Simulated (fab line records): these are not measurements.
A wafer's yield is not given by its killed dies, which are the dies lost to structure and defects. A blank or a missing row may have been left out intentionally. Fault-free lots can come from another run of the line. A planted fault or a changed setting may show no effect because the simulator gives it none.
Which of the tools did it?	flow n5-finfet	24 lots with 72 wafers sampled at 6 steps, on a route of 1938 steps

## WHAT THE GAUGES SHOWED, per wafer
The record lacks any reading of a measuring or inspecting step that a usual standard deviation could be used to judge.

## WHAT TOOL EACH LOT RAN ON (gives the tool, then ch and the chambers of the sampled wafers, and finally the start)
lot	N5_BEOL_M4_ETCH_77	N5_BEOL_M4_ETCH_69	N5_BEOL_M4_ALD_98	N5_BEOL_M4_PRE_CLEAN_45	N5_BEOL_M4_ANNEAL_91	N5_BEOL_M5_CURE_79
L074	rie-diel-01 ch 0,1,3, day 7 11:05	rie-diel-01 ch 0,1,3, day 7 11:07	ald-sin-02 ch 0,2,3, day 7 11:29	pvd-sputter-03, day 7 13:30	pvd-sputter-01, day 7 16:48	uv-cure-03 ch 2, day 7 19:31
L075	rie-diel-01 ch 0,3, day 7 20:55	rie-diel-01 ch 0,3, day 7 20:56	ald-sin-01 ch 0,3, day 7 21:06	pvd-sputter-01, day 7 23:40	pvd-sputter-03, day 8 02:00	uv-cure-03 ch 2, day 8 04:52
L076	rie-diel-01 ch 0,2,3, day 8 01:38	rie-diel-01 ch 0,2,3, day 8 01:40	ald-sin-01 ch 2,3, day 8 01:44	pvd-sputter-02, day 8 08:02	pvd-sputter-02, day 8 09:52	uv-cure-03 ch 0, day 8 12:40
L077	rie-diel-01 ch 1,2,3, day 8 01:45	rie-diel-01 ch 1,2,3, day 8 01:46	ald-sin-03 ch 0,1,2, day 8 01:51	pvd-sputter-01, day 8 08:26	pvd-sputter-01, day 8 10:15	uv-cure-03 ch 0, day 8 14:10
L078	rie-diel-04 ch 0,1,2, day 8 10:04	rie-diel-04 ch 0,1,2, day 8 10:05	ald-sin-02 ch 0,1, day 8 10:38	pvd-sputter-02, day 8 11:30	pvd-sputter-03, day 8 15:40	uv-cure-03 ch 1, day 8 19:10
L079	rie-diel-04 ch 0,1,3, day 8 17:37	rie-diel-04 ch 0,1,3, day 8 17:38	ald-sin-02 ch 0,2,3, day 8 17:56	pvd-sputter-01, day 8 20:17	pvd-sputter-01, day 8 22:24	uv-cure-01 ch 2, day 9 01:06
L080	rie-diel-02 ch 1,2,3, day 8 17:52	rie-diel-02 ch 1,2,3, day 8 17:53	ald-sin-01 ch 0,1,2, day 8 18:02	pvd-sputter-03, day 8 23:56	pvd-sputter-03, day 9 01:43	uv-cure-01 ch 1, day 9 05:10
L082	rie-diel-02 ch 1,2,3, day 9 09:00	rie-diel-02 ch 1,2,3, day 9 09:01	ald-sin-03 ch 1,3, day 9 09:06	pvd-sputter-03, day 9 13:08	pvd-sputter-03, day 9 15:09	uv-cure-03 ch 2, day 9 18:04
L081	rie-diel-02 ch 0,1,3, day 9 11:17	rie-diel-02 ch 0,1,3, day 9 11:17	ald-sin-03 ch 0,1, day 9 11:35	pvd-sputter-01, day 9 16:57	pvd-sputter-02, day 9 18:51	uv-cure-03 ch 0, day 9 21:37
L083	rie-diel-02 ch 0,1,3, day 9 21:23	rie-diel-02 ch 0,1,3, day 9 21:24	ald-sin-03 ch 0,1,3, day 9 21:29	pvd-sputter-03, day 9 23:01	pvd-sputter-01, day 10 00:46	uv-cure-03 ch 0, day 10 03:40
L084	rie-diel-04 ch 0,1,2, day 9 23:02	rie-diel-04 ch 0,1,2, day 9 23:04	ald-sin-03 ch 0,1,3, day 9 23:08	pvd-sputter-03, day 10 03:50	pvd-sputter-03, day 10 05:50	uv-cure-01 ch 0, day 10 08:44
L086	rie-diel-02 ch 0,1,3, day 10 04:05	rie-diel-02 ch 0,1,3, day 10 04:06	ald-sin-01 ch 0,2,3, day 10 04:11	pvd-sputter-02, day 10 07:34	pvd-sputter-01, day 10 09:20	uv-cure-03 ch 2, day 10 12:08
L085	rie-diel-01 ch 1,2, day 10 16:05	rie-diel-01 ch 1,2, day 10 16:06	ald-sin-01 ch 0,2, day 10 16:33	pvd-sputter-03, day 10 22:52	pvd-sputter-03, day 11 00:41	uv-cure-03 ch 2, day 11 03:46
L087	rie-diel-04 ch 0,1,3, day 10 16:13	rie-diel-04 ch 0,1,3, day 10 16:15	ald-sin-01 ch 0,1, day 10 16:38	pvd-sputter-01, day 10 22:43	pvd-sputter-01, day 11 00:32	uv-cure-03 ch 2, day 11 03:32
L088	rie-diel-01 ch 0,1,3, day 10 19:48	rie-diel-01 ch 0,1,3, day 10 19:49	ald-sin-02 ch 0,3, day 10 20:02	pvd-sputter-02, day 10 23:04	pvd-sputter-02, day 11 00:58	uv-cure-03 ch 2, day 11 04:56
L089	rie-diel-04 ch 0,1,2, day 10 20:55	rie-diel-04 ch 0,1,2, day 10 20:56	ald-sin-01 ch 0,1,2, day 10 21:01	pvd-sputter-02, day 11 04:08	pvd-sputter-03, day 11 05:53	uv-cure-03 ch 0, day 11 08:42
L090	rie-diel-02 ch 0,1, day 11 19:05	rie-diel-02 ch 0,1, day 11 19:07	ald-sin-01 ch 1,2,3, day 11 19:11	pvd-sputter-01, day 11 22:11	pvd-sputter-02, day 12 01:46	uv-cure-02 ch 0, day 12 04:55
L091	rie-diel-01 ch 0,2, day 12 03:31	rie-diel-01 ch 0,2, day 12 03:32	ald-sin-03 ch 0,3, day 12 04:11	pvd-sputter-03, day 12 04:57	pvd-sputter-03, day 12 06:40	uv-cure-02 ch 0, day 12 09:23
L092	rie-diel-02 ch 0,1,2, day 12 04:43	rie-diel-02 ch 0,1,2, day 12 04:44	ald-sin-03 ch 0,1, day 12 04:49	pvd-sputter-02, day 12 07:30	pvd-sputter-02, day 12 09:20	uv-cure-01 ch 1, day 12 12:02
L093	rie-diel-02 ch 0,2, day 12 08:56	rie-diel-02 ch 0,2, day 12 08:58	ald-sin-03 ch 0,2,3, day 12 09:58	pvd-sputter-02, day 12 11:31	pvd-sputter-03, day 12 13:52	uv-cure-01 ch 1, day 12 16:42
L094	rie-diel-04 ch 0,3, day 12 12:09	rie-diel-04 ch 0,3, day 12 12:10	ald-sin-02 ch 0,2,3, day 12 12:37	pvd-sputter-01, day 12 13:49	pvd-sputter-01, day 12 17:13	uv-cure-02 ch 0, day 12 20:09
L095	rie-diel-04 ch 0,3, day 12 19:48	rie-diel-04 ch 0,3, day 12 19:49	ald-sin-03 ch 2,3, day 12 19:53	pvd-sputter-01, day 12 22:20	pvd-sputter-03, day 13 01:07	uv-cure-01 ch 0, day 13 04:08
L096	rie-diel-01 ch 1,2,3, day 13 03:53	rie-diel-01 ch 1,2,3, day 13 03:54	ald-sin-01 ch 0,1,3, day 13 03:59	pvd-sputter-01, day 13 08:17	pvd-sputter-03, day 13 10:07	uv-cure-01 ch 0, day 13 12:49
L097	rie-diel-01 ch 1,2,3, day 13 04:13	rie-diel-01 ch 1,2,3, day 13 04:14	ald-sin-01 ch 0,2, day 13 04:46	pvd-sputter-03, day 13 08:17	pvd-sputter-01, day 13 10:16	uv-cure-03 ch 2, day 13 13:09
- N5_BEOL_M4_ETCH_77: etches underlayer in N2/H2, target depth 6.5 nm, time 5.2 s.
- N5_BEOL_M4_ETCH_69: etches SiARC in CF4, target depth 15.6 nm, time 26 s.
- N5_BEOL_M4_ALD_98: deposits SiO2, target thk 2.5 nm, pulse time 1 s, co reactant pulse time 1 s.
- N5_BEOL_M4_PRE_CLEAN_45: time 30 s.
- N5_BEOL_M4_ANNEAL_91: time 240 s.
- N5_BEOL_M5_CURE_79: cures SiCOH lowk, time 240 s.

## WHAT THE TOOLS THEMSELVES READ (means of the sampled wafers that have a number; where no wafer has one, the mark that the record gives instead)
N5_BEOL_M4_ETCH_77. Usual: drypump-motor-current-A 5.9 A, standard deviation 0.38; etch-rf-on-time-s 5.20 s, standard deviation 0.13; oes-product-au 0.69 a.u., standard deviation 0.078; rf-vpp-V 524.1 V, standard deviation 2.3; showerhead-plenum-p-Torr 2.55 Torr, standard deviation 0.058; throttle-valve-pct 17.9 %, standard deviation 0.31.
lot	tool	drypump-motor-current-A (A)	etch-rf-on-time-s (s)	oes-product-au (a.u.)	rf-vpp-V (V)	showerhead-plenum-p-Torr (Torr)	throttle-valve-pct (%)	flag
L074	rie-diel-01	5.8	5.20	0.71	523.7	2.53	18.1	
L075	rie-diel-01	5.8	5.29	0.63	521.3	2.46	18.2	
L076	rie-diel-01	6.0	5.28	0.71	524.1	2.52	18.0	
L077	rie-diel-01	6.0	5.10	0.79	525.4	2.59	17.8	
L078	rie-diel-04	5.9	5.16	0.70	524.3	2.56	17.8	
L079	rie-diel-04	5.9	5.23	0.70	523.5	2.53	17.9	
L080	rie-diel-02	6.0	5.23	0.67	524.8	2.58	17.7	
L082	rie-diel-02	6.0	5.32	0.65	524.2	2.58	17.8	
L081	rie-diel-02	5.9	5.10	0.65	523.5	2.58	18.0	
L083	rie-diel-02	5.9	5.20	0.65	524.4	2.58	18.0	
L084	rie-diel-04	6.0	5.19	0.68	523.3	2.56	17.8	
L086	rie-diel-02	6.0	5.18	0.65	524.1	2.58	18.0	
L085	rie-diel-01	6.0	5.18	0.77	526.0	2.59	17.7	
L087	rie-diel-04	5.9	5.27	0.68	523.1	2.52	17.9	
L088	rie-diel-01	5.8	5.20	0.68	523.1	2.52	18.1	
L089	rie-diel-04	6.0	5.12	0.76	523.9	2.55	17.7	
L090	rie-diel-02	6.2	5.18	0.67	524.5	2.56	18.0	
L091	rie-diel-01	6.2	5.32	0.69	522.9	2.52	17.7	
L092	rie-diel-02	6.1	5.21	0.65	523.2	2.55	17.9	
L093	rie-diel-02	5.9	5.21	0.63	523.8	2.54	18.0	
L094	rie-diel-04	5.4	5.16	0.77	524.5	2.53	17.9	
L095	rie-diel-04	5.4	5.24	0.76	522.4	2.53	17.9	
L096	rie-diel-01	5.9	5.12	0.72	525.8	2.57	17.9	
L097	rie-diel-01	6.0	5.11	0.72	524.8	2.57	17.9	

N5_BEOL_M4_ETCH_69. Usual: drypump-motor-current-A 5.9 A, standard deviation 0.38; etch-rf-on-time-s 26.0 s, standard deviation 0.59; oes-product-au 0.69 a.u., standard deviation 0.078; rf-vpp-V 184.1 V, standard deviation 1; showerhead-plenum-p-Torr 2.15 Torr, standard deviation 0.049; throttle-valve-pct 15.62 %, standard deviation 0.29.
lot	tool	drypump-motor-current-A (A)	etch-rf-on-time-s (s)	oes-product-au (a.u.)	rf-vpp-V (V)	showerhead-plenum-p-Torr (Torr)	throttle-valve-pct (%)	flag
L074	rie-diel-01	5.8	26.0	0.71	183.6	2.13	15.77	
L075	rie-diel-01	5.8	26.4	0.63	183.6	2.08	15.96	
L076	rie-diel-01	6.0	26.2	0.71	183.4	2.13	15.74	
L077	rie-diel-01	5.9	25.7	0.78	184.2	2.18	15.52	
L078	rie-diel-04	6.0	25.8	0.70	183.6	2.16	15.49	
L079	rie-diel-04	5.9	26.1	0.70	184.2	2.12	15.53	
L080	rie-diel-02	6.0	25.7	0.68	184.7	2.19	15.60	
L082	rie-diel-02	6.0	26.3	0.66	184.3	2.19	15.61	
L081	rie-diel-02	5.9	26.0	0.65	184.3	2.17	15.72	
L083	rie-diel-02	5.9	25.6	0.66	184.9	2.17	15.72	
L084	rie-diel-04	6.0	26.2	0.68	183.3	2.15	15.53	
L086	rie-diel-02	5.9	25.7	0.66	184.9	2.17	15.74	
L085	rie-diel-01	6.0	25.8	0.78	184.9	2.18	15.39	
L087	rie-diel-04	5.9	25.9	0.68	184.4	2.11	15.57	
L088	rie-diel-01	5.8	26.2	0.68	183.7	2.12	15.82	
L089	rie-diel-04	6.0	26.0	0.76	183.8	2.15	15.39	
L090	rie-diel-02	6.1	25.9	0.67	184.5	2.16	15.72	
L091	rie-diel-01	6.3	26.4	0.70	184.2	2.13	15.58	
L092	rie-diel-02	6.0	26.0	0.66	183.7	2.15	15.64	
L093	rie-diel-02	5.9	25.8	0.63	183.8	2.13	15.67	
L094	rie-diel-04	5.4	25.9	0.78	183.4	2.12	15.47	
L095	rie-diel-04	5.4	26.0	0.77	183.8	2.12	15.48	
L096	rie-diel-01	6.0	25.9	0.72	184.2	2.17	15.62	
L097	rie-diel-01	5.9	25.6	0.71	184.4	2.17	15.62	

N5_BEOL_M4_ALD_98. Usual: heater-power-w 73 W, standard deviation 9.2; precursor-pulse-height-rel 1.001, standard deviation 0.019.
lot	tool	heater-power-w (W)	precursor-pulse-height-rel	flag
L074	ald-sin-02	75	1.008	
L075	ald-sin-01	66	0.998	
L076	ald-sin-01	75	0.976	
L077	ald-sin-03	75	1.006	
L078	ald-sin-02	74	0.994	
L079	ald-sin-02	76	0.995	
L080	ald-sin-01	76	1.014	
L082	ald-sin-03	75	0.980	
L081	ald-sin-03	72	1.028	
L083	ald-sin-03	74	0.986	
L084	ald-sin-03	74	1.006	
L086	ald-sin-01	77	1.008	
L085	ald-sin-01	74	1.004	
L087	ald-sin-01	65	1.021	
L088	ald-sin-02	83	0.998	
L089	ald-sin-01	74	0.991	
L090	ald-sin-01	77	0.995	
L091	ald-sin-03	70	1.003	
L092	ald-sin-03	77	0.993	
L093	ald-sin-03	73	1.005	
L094	ald-sin-02	76	0.998	
L095	ald-sin-03	77	0.997	
L096	ald-sin-01	64	0.998	
L097	ald-sin-01	78	1.001	

N5_BEOL_M4_PRE_CLEAN_45. Usual: heater-power-w at 326 W, with a standard deviation of 32.
lot	tool	heater-power-w (W)	flag
L074	pvd-sputter-03	302	
L075	pvd-sputter-01	328	
L076	pvd-sputter-02	317	
L077	pvd-sputter-01	335	
L078	pvd-sputter-02	330	
L079	pvd-sputter-01	347	
L080	pvd-sputter-03	304	
L082	pvd-sputter-03	325	
L081	pvd-sputter-01	309	
L083	pvd-sputter-03	298	
L084	pvd-sputter-03	333	
L086	pvd-sputter-02	322	
L085	pvd-sputter-03	310	
L087	pvd-sputter-01	337	
L088	pvd-sputter-02	329	
L089	pvd-sputter-02	327	
L090	pvd-sputter-01	339	
L091	pvd-sputter-03	340	
L092	pvd-sputter-02	315	
L093	pvd-sputter-02	328	
L094	pvd-sputter-01	346	
L095	pvd-sputter-01	344	
L096	pvd-sputter-01	328	
L097	pvd-sputter-03	270	

N5_BEOL_M4_ANNEAL_91. Usual: heater-power-w 805 W, standard deviation 86; susceptor_temp_C_max 401.0, standard deviation 0.41.
lot	tool	heater-power-w (W)	susceptor_temp_C_max	flag
L074	pvd-sputter-01	865	400.9	
L075	pvd-sputter-03	764	400.7	
L076	pvd-sputter-02	828	401.4	
L077	pvd-sputter-01	861	400.7	
L078	pvd-sputter-03	760	401.4	
L079	pvd-sputter-01	810	400.8	
L080	pvd-sputter-03	821	400.8	
L082	pvd-sputter-03	729	400.7	
L081	pvd-sputter-02	793	400.9	
L083	pvd-sputter-01	859	401.1	
L084	pvd-sputter-03	739	400.7	
L086	pvd-sputter-01	868	401.0	
L085	pvd-sputter-03	797	400.6	
L087	pvd-sputter-01	871	400.8	
L088	pvd-sputter-02	815	401.0	
L089	pvd-sputter-03	802	400.8	
L090	pvd-sputter-02	845	401.1	
L091	pvd-sputter-03	736	401.2	
L092	pvd-sputter-02	847	401.0	
L093	pvd-sputter-03	747	400.8	
L094	pvd-sputter-01	864	400.7	
L095	pvd-sputter-03	792	400.8	
L096	pvd-sputter-03	728	401.1	
L097	pvd-sputter-01	808	400.9	

N5_BEOL_M5_CURE_79. Usual: lamp-power-pct 52.32 %, standard deviation 0.059; wafer_temp_C_max 387.1, standard deviation 0.61.
lot	tool	lamp-power-pct (%)	wafer_temp_C_max	flag
L074	uv-cure-03	52.29	386.8	
L075	uv-cure-03	52.35	386.6	
L076	uv-cure-03	52.39	387.1	
L077	uv-cure-03	52.28	386.8	
L078	uv-cure-03	52.28	386.3	
L079	uv-cure-01	52.33	387.1	
L080	uv-cure-01	52.35	387.8	
L082	uv-cure-03	52.30	386.9	
L081	uv-cure-03	52.32	387.1	
L083	uv-cure-03	52.27	387.0	
L084	uv-cure-01	52.28	387.1	
L086	uv-cure-03	52.34	387.0	
L085	uv-cure-03	52.35	387.3	
L087	uv-cure-03	52.36	387.1	
L088	uv-cure-03	52.39	386.8	
L089	uv-cure-03	52.33	386.6	
L090	uv-cure-02	52.35	386.7	
L091	uv-cure-02	52.30	386.8	
L092	uv-cure-01	52.27	387.6	
L093	uv-cure-01	52.33	387.7	
L094	uv-cure-02	52.33	386.8	
L095	uv-cure-01	52.32	387.4	
L096	uv-cure-01	52.32	388.0	
L097	uv-cure-03	52.35	386.7	

## THE ANSWER, worked out from the rows above alone
Rule: take the mean of a lot's wafers that have a number; if it is more than 3 standard deviations from the usual mean, the lot is off. Also off: a lot with no number at a reading for which 4 or more lots have one. All remaining lots with rows at the step are treated as sound. The gauges are gone through in route order, then the tools' own readings, and for those a lot's mean is taken as printed above. At the first step where some lot is off, the reading lying furthest off is the one used; lots without a number count as furthest.
Across all readings shown, no lot is off: no conclusion can be drawn from this.

## WHAT HAD BEEN PUT IN BY THE SIMULATOR
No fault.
